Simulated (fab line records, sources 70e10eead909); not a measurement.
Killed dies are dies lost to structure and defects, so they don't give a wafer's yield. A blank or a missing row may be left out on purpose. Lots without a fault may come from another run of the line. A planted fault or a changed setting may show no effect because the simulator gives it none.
Chamber matching | flow nand_harc | NHARC_A_CHANNEL_HOLE_D1_DEP_01 on pecvd-02: 3 sister chambers
The step deposits SiON, target thk 140 nm. 6 wafers are shown with their chamber, then 8 later ones without.

WAFERS WITH THEIR CHAMBER
wafer  | chamber | heater_power_w (W)
L844.1 | 1       | 814
L859.3 | 1       | 781
L862.2 | 0       | 711
L862.3 | 2       | 932
L862.5 | 0       | 707
L863.1 | 2       | 895

WAFERS WITHOUT THEIR CHAMBER
wafer  | heater_power_w (W)
L863.4 | 908
L863.6 | 671
L864.1 | 758
L864.4 | 754
L864.6 | 599
L866.1 | 679
L866.4 | 701
L866.6 | 898

WHICH CHAMBER EACH WENT THROUGH
wafer  | from the rows above     | in truth
L863.4 | 2                       | 2
L863.6 | 0                       | 0
L864.1 | can't be placed: 1 or 0 | 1
L864.4 | can't be placed: 1 or 0 | 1
L864.6 | 0                       | 0
L866.1 | 0                       | 0
L866.4 | 0                       | 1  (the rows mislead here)
L866.6 | 2                       | 2
Placed correctly: 5 of 8. Can't be placed from these rows: 2 (the true chamber is among the candidates in 2). Placed wrongly: 1.
How it was worked out, from the rows above alone: a wafer's distance from a chamber is the root of the sum, over the readings, of the square of ((its reading less the chamber's mean) divided by the reading's scatter). The wafer belongs to the nearest chamber; if the next one is less than 2 further off, it can't be placed. A chamber's mean is the mean of its shown wafers. The scatter: the root of (the sum of the squares of (reading less its chamber's mean) over the shown wafers, divided by (wafers less chambers)).
